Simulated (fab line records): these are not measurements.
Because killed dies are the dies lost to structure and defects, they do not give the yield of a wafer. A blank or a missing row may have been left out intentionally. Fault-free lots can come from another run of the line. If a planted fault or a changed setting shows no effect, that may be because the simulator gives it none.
fab line records	flow nandHarc
record: lots: 24	wafers: 72	lastDay: 33
route steps=1302 shown P_ZERO_WELL@59 P_GATE@142 P_CONTACT@217 P_M0@264
lots untouched by any fault: they come from a run of this same line in which no faults occurred
startH: hours from the record's opening day to when the first of the lot's shown wafers began	waitH: time in hours since the lot's previous step	" the same as in the row above	L1.1+2: one row covering several wafers at once	- value missing, or start not given	* or withheld: withheld	< > ~ a bound
route shown NAME@n: names a module that has steps shown in the file, with the first one's number in the route	usual: mean/standard deviation taken from wafers without a fault	same: alike in all rows	chamber/n: place in a boat	sites: each site's reading	_std_site: how widely they spread, as a standard deviation	_edge_site: inner sites' mean taken away from outer sites' mean	radiusMm: for every site, how far away it sits from the centre of the wafer	mask NAME#n: copy n	behind: the most recent tool/chamber to have shaped the wafer	hold: what put the lot on hold/how long, in hours/how the hold closed	device: whichever transistor did not switch (one of n, p or np)	end of line: the route-end tests of the same wafers	where a step has no rows: the recipe by itself	killed: dies that structure and defects cost at the first sort, which is not the same as the wafer's yield	map: a wafer's dies, x killed, . not, _ none there
set.NAME: the run value of the setting; set.NAME@STEP: its run value at that earlier step	model.NAME: the simulator's own value behind a step, which no gauge read
one table for each step of the route and one row for each wafer, over a sample of lots
services: from which hour (startH, from the record's first day; less than 0 if before it) a tool's chamber was out of use, for how many hours, and why
== steps ==
step: NHARC_P_ZERO_WELL_CD_MEAS_52
recipe: targetCdNm: 2000	landingEnergyEv: 500
usual: cdNm: 2000.3/2.4
lot.wafer	tool	chamber	startH	waitH	cdNm
L074.1	cdSem-02	0	25.74	-	1999.7
L074.3	"	0	"	"	2001.8
L074.5	"	0	"	"	2002.9
L075.2	cdSem-01	0	35.93	-	2001.2
L075.3	"	0	"	"	2002.3
L075.4	"	0	"	"	1999.4
L076.1	cdSem-02	0	45.74	-	2001.6
L076.3	"	0	"	"	2003.4
L076.4	"	0	"	"	2000.9
L077.1	cdSem-02	0	55.52	-	1995.1
L077.2	"	0	"	"	1998.9
L077.6	"	0	"	"	1999.8
L078.2	cdSem-01	0	65.52	-	2005.2
L078.4	"	0	"	"	2002.1
L078.6	"	0	"	"	2000.7
L079.3	cdSem-03	0	75.76	-	2000.5
L079.5	"	0	"	"	2002.4
L079.6	"	0	"	"	1998.7
L080.1	cdSem-03	0	85.74	-	2000.6
L080.4	"	0	"	"	2000.9
L080.5	"	0	"	"	2000.9
L081.2	cdSem-01	0	95.75	-	1998.7
L081.3	"	0	"	"	2003.8
L081.6	"	0	"	"	2001.5
L082.1	cdSem-03	0	105.89	-	2002.8
L082.4	"	0	"	"	2005.6
L082.5	"	0	"	"	2001.0
L083.1	cdSem-03	0	115.86	-	1997.9
L083.3	"	0	"	"	1999.2
L083.5	"	0	"	"	1994.9
L084.1	cdSem-03	0	126.53	-	1998.4
L084.3	"	0	"	"	2000.3
L084.5	"	0	"	"	1998.3
L085.2	cdSem-02	0	135.77	-	2002.3
L085.3	"	0	"	"	2002.7
L085.6	"	0	"	"	2001.6
L086.1	cdSem-03	0	145.73	-	2001.6
L086.3	"	0	"	"	1999.0
L086.4	"	0	"	"	2001.4
L087.1	cdSem-02	0	155.73	-	1998.1
L087.2	"	0	"	"	1996.9
L087.6	"	0	"	"	2000.3
L088.1	cdSem-02	0	165.68	-	1997.6
L088.3	"	0	"	"	2001.0
L088.5	"	0	"	"	2002.1
L089.3	cdSem-02	0	176.28	-	2001.5
L089.5	"	0	"	"	1997.5
L089.6	"	0	"	"	1995.4
L090.1	cdSem-03	0	185.88	-	2002.9
L090.2	"	0	"	"	2000.5
L090.4	"	0	"	"	1999.8
L091.4	cdSem-02	0	195.84	-	2001.9
L091.5	"	0	"	"	2004.9
L091.6	"	0	"	"	2003.9
L092.4	cdSem-02	0	205.66	-	1999.1
L092.5	"	0	"	"	2001.1
L092.6	"	0	"	"	1998.7
L093.1	cdSem-01	0	217.01	-	2002.0
L093.4	"	0	"	"	1993.8
L093.5	"	0	"	"	1998.0
L094.1	cdSem-01	0	225.76	-	2000.2
L094.4	"	0	"	"	2002.4
L094.5	"	0	"	"	2001.7
L095.1	cdSem-02	0	235.77	-	1999.0
L095.3	"	0	"	"	2000.0
L095.5	"	0	"	"	1999.9
L096.1	cdSem-02	0	245.65	-	2000.5
L096.4	"	0	"	"	1995.4
L096.6	"	0	"	"	1995.3
L097.1	cdSem-03	0	256.02	-	2001.5
L097.3	"	0	"	"	2003.5
L097.4	"	0	"	"	2000.3
step: NHARC_P_GATE_OVL_MEAS_27
usual: overlayXNm: -0.1/0.72	overlayYNm: 0.1/0.65
lot.wafer	tool	chamber	startH	waitH	overlayXNm	overlayYNm
L074.1	overlay-01	-	91.08	-	-0.9	0.3
L074.3	"	-	"	"	-1.0	0.6
L074.5	"	-	"	"	-1.4	0.6
L075.2	overlay-01	-	112.70	-	0.4	1.0
L075.3	"	-	"	"	0.6	0.8
L075.4	"	-	"	"	0.1	0.2
L076.1	overlay-01	-	120.56	-	-1.9	0.1
L076.3	"	-	"	"	-1.1	0.1
L076.4	"	-	"	"	-1.3	0.2
L077.1	overlay-02	-	127.92	-	0.2	0.5
L077.2	"	-	"	"	0.1	0.9
L077.6	"	-	"	"	0.3	0.6
L078.2	overlay-02	-	136.84	-	-0.8	-0.6
L078.4	"	-	"	"	-0.7	-0.8
L078.6	"	-	"	"	-0.8	-1.1
L079.3	overlay-02	-	148.59	-	-0.3	0.7
L079.5	"	-	"	"	-1.0	0.4
L079.6	"	-	"	"	-0.8	0.6
L080.1	overlay-02	-	153.44	-	-0.4	1.1
L080.4	"	-	"	"	-0.4	1.0
L080.5	"	-	"	"	-0.6	0.8
L081.2	overlay-02	-	165.75	-	-0.5	0.2
L081.3	"	-	"	"	-0.5	0.9
L081.6	"	-	"	"	-0.6	0.4
L082.1	overlay-02	-	176.69	-	0.3	0.4
L082.4	"	-	"	"	0.0	0.1
L082.5	"	-	"	"	0.1	-0.1
L083.1	overlay-01	-	189.26	-	0.1	-0.3
L083.3	"	-	"	"	0.2	-0.5
L083.5	"	-	"	"	0.4	-0.1
L084.1	overlay-02	-	197.86	-	0.1	-1.0
L084.3	"	-	"	"	-0.3	-0.2
L084.5	"	-	"	"	-0.4	-0.4
L085.2	overlay-02	-	206.45	-	1.5	0.3
L085.3	"	-	"	"	1.1	0.2
L085.6	"	-	"	"	1.3	0.3
L086.1	overlay-02	-	213.12	-	0.4	0.1
L086.3	"	-	"	"	1.0	0.0
L086.4	"	-	"	"	1.1	-0.3
L087.1	overlay-01	-	226.90	-	-1.1	0.7
L087.2	"	-	"	"	-0.7	0.4
L087.6	"	-	"	"	-0.4	0.7
L088.1	overlay-02	-	248.86	-	-0.5	-0.1
L088.3	"	-	"	"	-0.9	0.3
L088.5	"	-	"	"	-0.7	0.2
L089.3	overlay-01	-	249.29	-	1.2	0.6
L089.5	"	-	"	"	0.6	0.8
L089.6	"	-	"	"	0.0	0.6
L090.1	overlay-01	-	265.32	-	-0.4	-0.1
L090.2	"	-	"	"	0.3	-0.9
L090.4	"	-	"	"	0.1	-0.5
L091.4	overlay-02	-	273.61	-	-0.7	-1.3
L091.5	"	-	"	"	-0.1	-1.1
L091.6	"	-	"	"	-0.9	-1.1
L092.4	overlay-01	-	273.78	-	-0.2	0.4
L092.5	"	-	"	"	0.3	0.7
L092.6	"	-	"	"	-0.4	0.6
L093.1	overlay-02	-	291.77	-	-0.6	0.0
L093.4	"	-	"	"	-0.1	0.6
L093.5	"	-	"	"	-0.4	0.8
L094.1	overlay-02	-	292.41	-	1.3	-0.4
L094.4	"	-	"	"	1.3	-0.5
L094.5	"	-	"	"	1.1	0.2
L095.1	overlay-01	-	302.64	-	0.1	-0.7
L095.3	"	-	"	"	-0.1	-1.2
L095.5	"	-	"	"	0.2	-0.8
L096.1	overlay-02	-	313.07	-	-0.4	-0.8
L096.4	"	-	"	"	-0.2	-1.4
L096.6	"	-	"	"	0.1	-0.6
L097.1	overlay-01	-	330.34	-	-0.3	0.8
L097.3	"	-	"	"	0.2	1.0
L097.4	"	-	"	"	-0.9	1.0
step: NHARC_P_GATE_DESCUM_31
recipe: timeS: 3	o2FlowSccm: 200	arFlowSccm: 0	biasPowerW: 0	chemistry: O2
usual: drypumpMotorCurrentA: 5.6/0.54	oesProductAu: 0.998/0.014	rfVppV: 58.1/0.92	showerheadPlenumPTorr: 1.98/0.072	throttleValvePct: 11.310/0.0096
lot.wafer	tool	chamber	startH	waitH	drypumpMotorCurrentA	oesProductAu	rfHoursCounterH	rfVppV	showerheadPlenumPTorr	throttleValvePct
L074.3	rieDiel-03	0	91.17	0.1	5.2	1.016	9.8	58.3	2.03	11.300
L074.1	"	3	"	"	5.7	0.987	9.3	58.8	2.05	11.302
L074.5	"	0	"	"	5.2	1.013	-	58.0	2.03	11.307
L075.4	rieDiel-11	0	112.80	0.1	5.6	0.998	0.8	58.6	1.93	11.308
L075.3	"	2	"	"	6.6	1.005	0.5	57.1	1.88	11.293
L075.2	"	3	"	"	5.5	1.013	0.8	59.8	2.04	11.314
L076.3	rieDiel-11	1	120.66	0.1	4.9	1.010	0.9	58.8	1.98	11.319
L076.4	"	2	"	"	6.6	1.010	0.8	58.4	1.88	11.303
L076.1	"	0	"	"	5.6	0.992	1.2	58.9	1.93	11.309
L077.2	rieDiel-11	2	128.03	0.1	6.6	0.989	1.0	58.5	1.88	11.311
L077.1	"	3	"	"	5.5	1.015	1.3	59.4	2.04	11.314
L077.6	"	2	"	"	6.6	0.994	-	58.5	1.87	11.311
L078.4	rieDiel-11	0	136.93	0.1	5.6	0.976	1.7	58.1	1.93	11.309
L078.2	"	3	"	"	5.5	1.016	1.7	60.4	2.04	11.311
L078.6	"	0	"	"	5.6	0.976	-	57.7	1.93	11.316
L079.3	rieDiel-03	0	148.73	0.1	5.2	1.039	3.0	58.0	2.03	11.303
L079.5	"	1	"	"	6.2	0.970	-	58.4	1.81	11.308
L079.6	"	2	"	"	5.5	0.993	-	56.9	1.99	11.294
L080.1	rieDiel-03	2	153.55	0.1	5.5	0.988	1.5	59.0	1.99	11.313
L080.4	"	0	"	"	5.2	1.026	3.2	58.7	2.03	11.319
L080.5	"	2	"	"	5.5	0.990	-	58.9	1.99	11.320
L081.2	rieDiel-11	3	165.85	0.1	5.5	1.008	3.6	57.1	2.04	11.320
L081.3	"	0	"	"	5.6	0.982	3.7	57.9	1.93	11.305
L081.6	"	0	"	"	5.6	0.973	-	57.6	1.93	11.310
L082.1	rieDiel-11	3	176.81	0.1	5.5	1.018	3.8	59.6	2.04	11.313
L082.4	"	0	"	"	5.7	0.989	3.9	60.3	1.93	11.315
L082.5	"	1	"	"	4.9	0.993	-	58.5	1.98	11.320
L083.3	rieDiel-03	3	189.35	0.1	5.7	1.005	4.8	57.3	2.05	11.292
L083.1	"	2	"	"	5.5	1.001	3.3	59.7	1.99	11.312
L083.5	"	3	"	"	5.7	1.005	-	58.3	2.05	11.318
L084.3	rieDiel-03	3	197.96	0.1	5.7	1.002	5.0	58.3	2.05	11.305
L084.1	"	0	"	"	5.2	1.018	5.2	56.8	2.02	11.308
L084.5	"	3	"	"	5.6	0.988	-	58.0	2.05	11.311
L085.3	rieDiel-03	3	206.56	0.1	5.7	1.001	5.3	59.0	2.05	11.294
L085.2	"	0	"	"	5.2	1.026	5.5	57.7	2.02	11.300
L085.6	"	2	"	"	5.5	0.992	-	58.4	1.99	11.315
L086.1	rieDiel-11	3	213.22	0.1	5.5	1.016	5.8	57.5	2.04	11.319
L086.3	"	0	"	"	5.6	0.987	5.8	59.1	1.93	11.307
L086.4	"	2	"	"	6.6	1.005	5.6	58.2	1.87	11.291
L087.1	rieDiel-04	2	227.01	0.1	5.8	0.991	2.8	58.0	2.03	11.319
L087.2	"	3	"	"	6.3	0.997	2.7	58.2	2.03	11.296
L087.6	"	2	"	"	5.8	1.006	-	58.8	2.03	11.335
L088.1	rieDiel-03	2	248.96	0.1	5.5	0.988	5.8	58.2	1.99	11.301
L088.3	"	3	"	"	5.7	0.994	7.1	58.1	2.05	11.314
L088.5	"	3	"	"	5.6	0.991	-	57.7	2.05	11.315
L089.3	rieDiel-04	0	249.41	0.1	5.4	1.009	5.0	58.1	2.06	11.314
L089.6	"	2	"	"	5.8	0.986	-	59.1	2.03	11.305
L089.5	"	3	"	"	6.3	1.004	-	57.9	2.03	11.303
L090.4	rieDiel-04	2	265.43	0.1	5.8	1.006	4.6	57.1	2.03	11.305
L090.1	"	3	"	"	6.3	1.011	5.4	58.5	2.03	11.318
L090.2	"	0	"	"	5.4	1.018	5.9	58.3	2.06	11.314
L091.4	rieDiel-03	2	273.71	0.1	5.5	0.990	6.9	57.6	1.99	11.320
L091.5	"	2	"	"	5.5	0.987	-	57.0	1.99	11.307
L091.6	"	3	"	"	5.7	0.996	-	59.4	2.05	11.313
L092.5	rieDiel-11	2	273.91	0.1	6.6	0.982	-	56.8	1.87	11.303
L092.4	"	3	"	"	5.5	1.015	-	59.2	2.04	11.310
L092.6	"	1	"	"	4.9	0.996	-	57.6	1.98	11.330
L093.4	rieDiel-11	0	291.88	0.1	5.6	1.016	1.3	58.2	1.93	11.316
L093.1	"	1	"	"	4.9	1.002	2.4	55.7	1.98	11.308
L093.5	"	3	"	"	5.5	1.021	-	58.1	2.04	11.328
L094.4	rieDiel-11	2	292.52	0.1	6.6	0.995	1.9	57.0	1.87	11.310
L094.1	"	3	"	"	5.5	1.022	1.9	57.5	2.04	11.315
L094.5	"	1	"	"	4.9	1.002	-	59.0	1.98	11.296
L095.3	rieDiel-04	1	302.74	0.1	4.7	0.982	7.3	57.7	2.05	11.318
L095.1	"	0	"	"	5.4	1.016	8.2	59.0	2.06	11.296
L095.5	"	1	"	"	4.7	0.984	-	56.6	2.05	11.323
L096.4	rieDiel-03	1	313.16	0.1	6.2	0.995	0.4	56.6	1.81	11.315
L096.1	"	3	"	"	5.6	0.987	0.4	58.0	2.05	11.327
L096.6	"	2	"	"	5.5	0.999	-	59.7	1.99	11.312
L097.4	rieDiel-11	1	330.44	0.1	4.9	1.006	4.0	57.3	1.98	11.315
L097.3	"	2	"	"	6.6	0.984	3.6	57.8	1.87	11.309
L097.1	"	3	"	"	5.5	1.009	3.3	57.8	2.04	11.307
step: NHARC_P_CONTACT_DEP_30
recipe: targetThkA: 300	tempC: 400	targetThkNm: 30	flowSccm: 200	rfW: 450	material: SiNx
usual: heaterPowerW: 693/100
lot.wafer	tool	chamber	startH	waitH	heaterPowerW
L074.1	pecvd-04	2	109.60	0.1	661
L074.3	"	0	"	"	754
L074.5	"	0	"	"	751
L075.3	pecvd-03	2	131.20	0.1	758
L075.2	"	1	"	"	534
L075.4	"	0	"	"	821
L076.3	pecvd-03	2	139.63	0.1	712
L076.1	"	0	"	"	712
L076.4	"	2	"	"	700
L077.2	pecvd-04	2	146.53	0.1	753
L077.1	"	0	"	"	794
L077.6	"	0	"	"	785
L078.2	pecvd-01	0	158.72	0.1	515
L078.4	"	1	"	"	719
L078.6	"	2	"	"	733
L079.3	pecvd-03	1	169.14	0.1	611
L079.5	"	1	"	"	609
L079.6	"	0	"	"	753
L080.1	pecvd-03	2	171.99	0.1	763
L080.4	"	2	"	"	765
L080.5	"	0	"	"	815
L081.3	pecvd-03	1	184.30	0.1	619
L081.2	"	2	"	"	647
L081.6	"	2	"	"	669
L082.1	pecvd-01	2	195.09	0.1	692
L082.5	"	0	"	"	624
L082.4	"	2	"	"	685
L083.3	pecvd-04	1	207.99	0.1	571
L083.1	"	2	"	"	696
L083.5	"	0	"	"	853
L084.3	pecvd-01	1	218.31	0.1	852
L084.1	"	2	"	"	751
L084.5	"	2	"	"	775
L085.2	pecvd-04	0	227.12	0.1	763
L085.3	"	1	"	"	614
L085.6	"	1	"	"	617
L086.1	pecvd-03	1	231.65	0.1	615
L086.3	"	0	"	"	708
L086.4	"	0	"	"	719
L087.1	pecvd-03	2	245.52	0.1	718
L087.2	"	0	"	"	733
L087.6	"	0	"	"	733
L088.1	pecvd-04	0	267.89	0.1	835
L088.3	"	2	"	"	696
L088.5	"	2	"	"	689
L089.3	pecvd-01	2	268.33	0.1	687
L089.5	"	0	"	"	607
L089.6	"	1	"	"	859
L090.1	pecvd-04	0	285.92	0.1	893
L090.2	"	1	"	"	600
L090.4	"	1	"	"	602
L091.4	pecvd-03	0	292.37	0.2	818
L091.5	"	1	"	"	584
L091.6	"	2	"	"	774
L092.4	pecvd-04	1	292.54	0.2	533
L092.5	"	2	"	"	728
L092.6	"	0	"	"	853
L093.1	pecvd-04	2	310.38	0.1	736
L093.5	"	2	"	"	744
L093.4	"	0	"	"	833
L094.1	pecvd-03	1	311.10	0.1	506
L094.5	"	1	"	"	511
L094.4	"	2	"	"	622
L095.1	pecvd-03	2	321.17	0.1	759
L095.3	"	0	"	"	743
L095.5	"	1	"	"	607
L096.1	pecvd-04	1	331.28	0.1	515
L096.4	"	1	"	"	525
L096.6	"	2	"	"	714
L097.1	pecvd-03	1	349.95	0.1	544
L097.3	"	2	"	"	748
L097.4	"	1	"	"	549
step: NHARC_P_M0_OVL_MEAS_10
recipe: pitchNm: 180
usual: overlayXNm: 0.1/0.71	overlayYNm: -0.2/0.89
lot.wafer	tool	chamber	startH	waitH	overlayXNm	overlayYNm
L074.1	overlay-02	-	115.43	-	-0.5	-0.6
L074.3	"	-	"	"	-0.5	-0.3
L074.5	"	-	"	"	-1.1	-0.5
L075.2	overlay-02	-	137.45	-	-0.2	-0.3
L075.3	"	-	"	"	-0.2	-0.5
L075.4	"	-	"	"	-0.2	-0.8
L076.1	overlay-01	-	145.42	-	0.2	1.0
L076.3	"	-	"	"	0.3	1.9
L076.4	"	-	"	"	-0.6	0.9
L077.1	overlay-01	-	152.04	-	-0.7	0.2
L077.2	"	-	"	"	-0.1	0.6
L077.6	"	-	"	"	-0.8	0.1
L078.2	overlay-02	-	164.56	-	0.3	-0.1
L078.4	"	-	"	"	-0.3	-0.5
L078.6	"	-	"	"	0.6	-1.1
L079.3	overlay-01	-	174.87	-	-0.2	-0.2
L079.5	"	-	"	"	0.0	-0.5
L079.6	"	-	"	"	0.3	-0.5
L080.1	overlay-01	-	177.65	-	-0.6	0.9
L080.4	"	-	"	"	-0.4	0.7
L080.5	"	-	"	"	-0.6	1.0
L081.2	overlay-02	-	191.00	-	0.2	1.0
L081.3	"	-	"	"	0.5	1.5
L081.6	"	-	"	"	0.4	0.6
L082.1	overlay-01	-	200.94	-	-0.6	-0.3
L082.4	"	-	"	"	-1.1	0.2
L082.5	"	-	"	"	-1.0	-0.2
L083.1	overlay-02	-	213.98	-	0.9	-2.7
L083.3	"	-	"	"	1.0	-3.0
L083.5	"	-	"	"	1.0	-2.2
L084.1	overlay-02	-	224.52	-	0.0	-0.2
L084.3	"	-	"	"	0.4	-0.6
L084.5	"	-	"	"	0.3	-1.0
L085.2	overlay-02	-	233.13	-	0.0	0.6
L085.3	"	-	"	"	0.6	0.3
L085.6	"	-	"	"	0.6	0.5
L086.1	overlay-01	-	237.31	-	1.0	-0.6
L086.3	"	-	"	"	1.4	-1.4
L086.4	"	-	"	"	1.2	-0.9
L087.1	overlay-02	-	251.21	-	0.0	-1.2
L087.2	"	-	"	"	0.5	-1.6
L087.6	"	-	"	"	0.6	-1.1
L088.1	overlay-02	-	273.79	-	1.0	0.9
L088.3	"	-	"	"	1.2	0.1
L088.5	"	-	"	"	1.1	1.2
L089.3	overlay-02	-	274.52	-	0.1	-0.1
L089.5	"	-	"	"	-0.5	-0.1
L089.6	"	-	"	"	0.1	0.1
L090.1	overlay-01	-	291.62	-	1.3	-0.4
L090.2	"	-	"	"	1.5	-0.2
L090.4	"	-	"	"	1.0	-0.3
L091.4	overlay-02	-	298.08	-	0.4	-0.8
L091.5	"	-	"	"	-0.1	0.2
L091.6	"	-	"	"	-0.1	-0.4
L092.4	overlay-01	-	298.76	-	0.8	0.9
L092.5	"	-	"	"	1.4	0.8
L092.6	"	-	"	"	1.3	1.0
L093.1	overlay-01	-	316.18	-	-1.0	0.0
L093.4	"	-	"	"	-0.9	-0.6
L093.5	"	-	"	"	-0.5	-0.6
L094.1	overlay-02	-	316.85	-	0.4	-1.5
L094.4	"	-	"	"	0.8	-1.3
L094.5	"	-	"	"	0.3	-1.5
L095.1	overlay-01	-	326.92	-	-1.0	-0.3
L095.3	"	-	"	"	-0.6	-0.6
L095.5	"	-	"	"	-0.9	-0.7
L096.1	overlay-01	-	336.99	-	0.7	0.3
L096.4	"	-	"	"	0.4	-0.2
L096.6	"	-	"	"	0.3	0.4
L097.1	overlay-01	-	355.71	-	-0.4	-1.5
L097.3	"	-	"	"	0.1	-0.7
L097.4	"	-	"	"	-0.5	-0.9
step: NHARC_P_M0_PRE_CLEAN_31
recipe: timeS: 12	tempC: 370	rfPowerW: 300	gas: NH3
usual: heaterPowerW: 625/96
lot.wafer	tool	chamber	startH	waitH	heaterPowerW
L074.1	pecvd-01	0	118.26	0.1	505
L074.3	"	2	"	"	717
L074.5	"	2	"	"	694
L075.3	pecvd-02	0	140.11	0.1	461
L075.2	"	1	"	"	550
L075.4	"	2	"	"	761
L076.3	pecvd-02	2	148.17	0.1	721
L076.1	"	0	"	"	481
L076.4	"	2	"	"	716
L077.1	pecvd-01	1	154.73	0.1	668
L077.2	"	0	"	"	562
L077.6	"	0	"	"	570
L078.2	pecvd-01	2	167.21	0.1	745
L078.6	"	0	"	"	539
L078.4	"	1	"	"	643
L079.3	pecvd-04	0	178.11	0.1	731
L079.5	"	0	"	"	760
L079.6	"	1	"	"	541
L080.1	pecvd-01	0	180.31	0.1	548
L080.4	"	0	"	"	573
L080.5	"	1	"	"	639
L081.3	pecvd-01	0	193.77	0.1	508
L081.2	"	2	"	"	689
L081.6	"	1	"	"	726
L082.1	pecvd-01	1	203.57	0.1	721
L082.4	"	1	"	"	722
L082.5	"	2	"	"	705
L083.1	pecvd-02	1	216.65	0.1	509
L083.3	"	2	"	"	748
L083.5	"	0	"	"	488
L084.1	pecvd-01	2	227.27	0.1	712
L084.3	"	0	"	"	522
L084.5	"	2	"	"	721
L085.3	pecvd-04	2	236.18	0.3	562
L085.2	"	1	"	"	531
L085.6	"	2	"	"	552
L086.3	pecvd-01	2	239.95	0.1	653
L086.1	"	0	"	"	508
L086.4	"	1	"	"	731
L087.2	pecvd-01	2	253.86	0.1	748
L087.1	"	0	"	"	546
L087.6	"	2	"	"	735
L088.1	pecvd-01	0	276.58	0.1	544
L088.3	"	2	"	"	702
L088.5	"	2	"	"	716
L089.3	pecvd-01	0	277.72	0.6	472
L089.6	"	2	"	"	627
L089.5	"	0	"	"	487
L090.1	pecvd-04	0	294.28	0.1	641
L090.2	"	1	"	"	516
L090.4	"	0	"	"	663
L091.4	pecvd-01	0	300.74	0.1	452
L091.6	"	1	"	"	713
L091.5	"	2	"	"	643
L092.6	pecvd-01	2	301.43	0.1	732
L092.4	"	0	"	"	483
L092.5	"	1	"	"	686
L093.1	pecvd-04	2	319.23	0.1	563
L093.5	"	0	"	"	732
L093.4	"	1	"	"	566
L094.1	pecvd-02	1	319.61	0.1	504
L094.5	"	2	"	"	777
L094.4	"	0	"	"	506
L095.3	pecvd-04	2	329.57	0.1	594
L095.1	"	0	"	"	803
L095.5	"	1	"	"	566
L096.1	pecvd-04	2	339.64	0.1	560
L096.6	"	0	"	"	737
L096.4	"	1	"	"	549
L097.1	pecvd-01	0	358.56	0.1	608
L097.3	"	1	"	"	705
L097.4	"	2	"	"	666
== services ==
tool	chamber	startH	hours	kind
rieDiel-11	-	78.50	9.0	pm
pecvd-04	-	88.01	13.0	pm
rieDiel-11	2	100.91	7.7	repair
pecvd-04	-	107.89	1.5	repair
pecvd-01	-	130.00	13.0	pm
rieDiel-11	3	152.50	3.1	repair
pecvd-04	-	152.62	0.8	repair
rieDiel-11	-	167.54	1.1	repair
pecvd-01	1	168.87	4.3	repair
pecvd-01	2	171.26	11.4	repair
rieDiel-11	1	179.31	1.3	repair
pecvd-04	-	183.34	3.3	repair
pecvd-03	-	185.00	13.0	pm
pecvd-01	-	214.78	0.8	repair
rieDiel-11	3	240.03	13.1	repair
rieDiel-11	0	249.90	33.1	repair
pecvd-01	1	253.00	8.1	repair
rieDiel-11	-	255.50	9.0	pm
pecvd-04	2	260.84	4.9	repair
pecvd-04	-	269.01	13.0	pm
pecvd-03	-	283.82	4.8	repair
pecvd-04	-	306.62	2.9	repair
pecvd-01	-	311.00	13.0	pm
pecvd-01	-	334.63	2.4	repair
== key ==
fault none
